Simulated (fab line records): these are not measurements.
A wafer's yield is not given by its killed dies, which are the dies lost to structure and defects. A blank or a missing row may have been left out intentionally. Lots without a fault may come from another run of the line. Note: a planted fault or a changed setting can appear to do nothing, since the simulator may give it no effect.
Problem report, 8D (eight disciplines) form, completed by code | flow n5Finfet | the parts of the form that need people (team, actions taken, sign-off) are left out

1. WHAT WENT WRONG
biasW at N5_MIM_TOP_ETCH_ETCH_00 reads a mean of 92.5 W on 3 wafers of 2 lots; wafers without a fault read 126.1 W with a standard deviation of 0.38. Measured from the usual mean, that is -88 standard deviations.
The step: etches TiN in Cl2/BCl3, target depth 38.5 nm.
Seen first at day 16 09:40 on rieMetal-02, wafer L858.1. The record holds 18 wafers of 6 lots with a number at this step. Rule for "out" (also "out of limits"): further than 4 standard deviations from the usual mean. The other wafers with a number count as sound.

2. WHAT THIS IS AND IS NOT
question                    | is                     | is not
which readings at this step | biasW                  | drypumpMotorCurrentA, oesProductAu, throttleValvePct
which lots                  | L858, L861             | L852, L853, L868, L873
which wafers of those lots  | L858.1, L861.1, L861.5 | L858.2, L858.5, L861.6
read on which tools         | rieMetal-02            | rieMetal-03
when                        | from day 16 09:40      | up to then (8 sound wafers); but 7 sound wafers of L861, L868, L873 came after

3. WHAT RULES OUT EACH SUSPECT
Counting: if a tool at a process step up to the reading ran every lot that is out, it stays a suspect. Sound lots after the first of them don't rule it out here, since some wafers of a struck lot are sound.
- rieMetal-02 at N5_MIM_TOP_ETCH_ETCH_00 (etches TiN in Cl2/BCl3, target depth 38.5 nm): kept. It processed each lot that is out (first: L858, day 16 09:40); up to then, its last sound lot is L853 (day 14 16:16). Its own biasW readings are out on those wafers.
- Within rieMetal-02 at N5_MIM_TOP_ETCH_ETCH_00: the wafers that are out ran in chamber 1; their sound lot-mates ran in chamber 0.
After counting, what remains is rieMetal-02 at N5_MIM_TOP_ETCH_ETCH_00.

4. THE CAUSE (what the simulator had put in)
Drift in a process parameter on rieMetal-02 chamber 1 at N5_MIM_TOP_ETCH_ETCH_00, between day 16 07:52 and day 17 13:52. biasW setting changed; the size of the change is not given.
This tool alone remained once counting was done.

5. THE EFFECT CHAIN, in route order
Rows list readings where the struck wafers' mean (over those with a number) sits beyond 3 standard deviations from the usual. Scope: only readings with a usual standard deviation given in the record; hours: median across lots of the time from each lot's start at the first step in this table that gives one to its start at this step; sigmas: change in usual standard deviations.
hours | step                    | reading | usual   | on struck wafers | change | sigmas
0     | N5_MIM_TOP_ETCH_ETCH_00 | biasW   | 126.1 W | 92.5             | -33.6  | -88
Process steps it contains:
- N5_MIM_TOP_ETCH_ETCH_00: etches TiN in Cl2/BCl3, target depth 38.5 nm.

6. WHAT WOULD HAVE CAUGHT IT SOONER
The fault began at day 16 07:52; the first out-of-limits reading in this record came at day 16 09:40, 2 hours later.
